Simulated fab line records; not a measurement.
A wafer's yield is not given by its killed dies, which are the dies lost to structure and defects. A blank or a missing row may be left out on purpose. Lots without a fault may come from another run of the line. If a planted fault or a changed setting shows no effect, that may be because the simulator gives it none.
The same fault as seen by 2 desks -- flow n5Finfet -- what lay behind the numbers comes last; until then each desk has only its own

## AT THE TOOL OWNER'S DESK: lithoTrack-02
The tool's own readings at N5_PMOS_HMC_CHANNEL_EPI_PEB_07 (peb time 60 s): means of the sampled wafers that have a number, for each lot that ran on this tool. The brackets show how far a lot's mean lies from the usual mean; more than 4 standard deviations puts the lot out of limits, marked OUT.
Columns: A = heaterPowerTotalW at N5_PMOS_HMC_CHANNEL_EPI_PEB_07, usual 175.0 W
lot,first seen here,A
L926,day 2 05:08,173.4
L930,day 3 05:14,174.3
L931,day 3 17:22,175.2
L941,day 5 23:04,183.6 (+5.4) OUT
L945,day 6 23:32,187.7 (+7.9) OUT
Finding of this desk: L941, L945 out of limits; the first was L941 at day 5 23:04, on heaterPowerTotalW at N5_PMOS_HMC_CHANNEL_EPI_PEB_07. Within limits: L926, L930, L931.

## THE METROLOGY DESK
Means of the sampled wafers that have a number, per lot and without regard to the tool the lot ran on: this is what the gauges read. The brackets show how far a lot's mean lies from the usual mean; more than 4 standard deviations puts the lot out of limits, marked OUT. Only the readings that lie furthest out on some lot appear, 7 of the 11 it has.
Columns: A = cdNm at N5_PMOS_HMC_CHANNEL_EPI_CD_MEAS_09, usual 237.4 nm; B = DIBL_N at N5_BEOL_M4_RC_MEAS_101, usual 35.4 mV/V; C = IOFF_N at N5_BEOL_M4_RC_MEAS_101, usual 0.15 nA/um; D = IOFF_P at N5_BEOL_M4_RC_MEAS_101, usual 0.19 nA/um; E = ION_N at N5_BEOL_M4_RC_MEAS_101, usual 677 uA/um; F = ION_P at N5_BEOL_M4_RC_MEAS_101, usual 462 uA/um; G = VT_N at N5_BEOL_M4_RC_MEAS_101, usual 250 mV
lot,first seen here,A,B,C,D,E,F,G
L926,day 2 05:11,236.1,34.5,0.13,0.16,675,455,250
L927,day 2 12:02,236.9,33.7,0.13,0.17,680,463,251
L928,day 2 18:34,236.5,36.4,0.19,0.20,680,461,248
L929,day 2 23:19,236.6,33.9,0.12,0.16,664,458,254
L930,day 3 05:18,236.6,35.3,0.14,0.16,667,454,251
L931,day 3 17:26,238.0,36.4,0.16,0.19,692,470,247
L935,day 4 11:34,236.9,35.5,0.16,0.21,680,464,249
L941,day 5 23:07,235.3,33.0,0.12,0.15,671,459,252
L945,day 6 23:36,233.6,39.4,0.26,0.28,708,480,242
Finding of this desk: none of the 9 lots has anything out of limits.

## BROUGHT TOGETHER
An alarm could have come from the tool owner's desk at day 5 23:04, on L941, L945.
Nothing out of limits was seen by the metrology desk.
The metrology desk has L941, L945 on record, within its limits.
All the named lots went through N5_PMOS_HMC_CHANNEL_EPI_PEB_07 on lithoTrack-02.

## WHAT THE SIMULATOR HAD INSERTED
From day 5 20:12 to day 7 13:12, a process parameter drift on lithoTrack-02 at N5_PMOS_HMC_CHANNEL_EPI_PEB_07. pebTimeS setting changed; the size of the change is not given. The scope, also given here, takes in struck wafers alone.
Struck lots among those shown: L941, L945.
Each desk's first reading out of limits, in hours after the fault started: the tool owner's desk, 3.
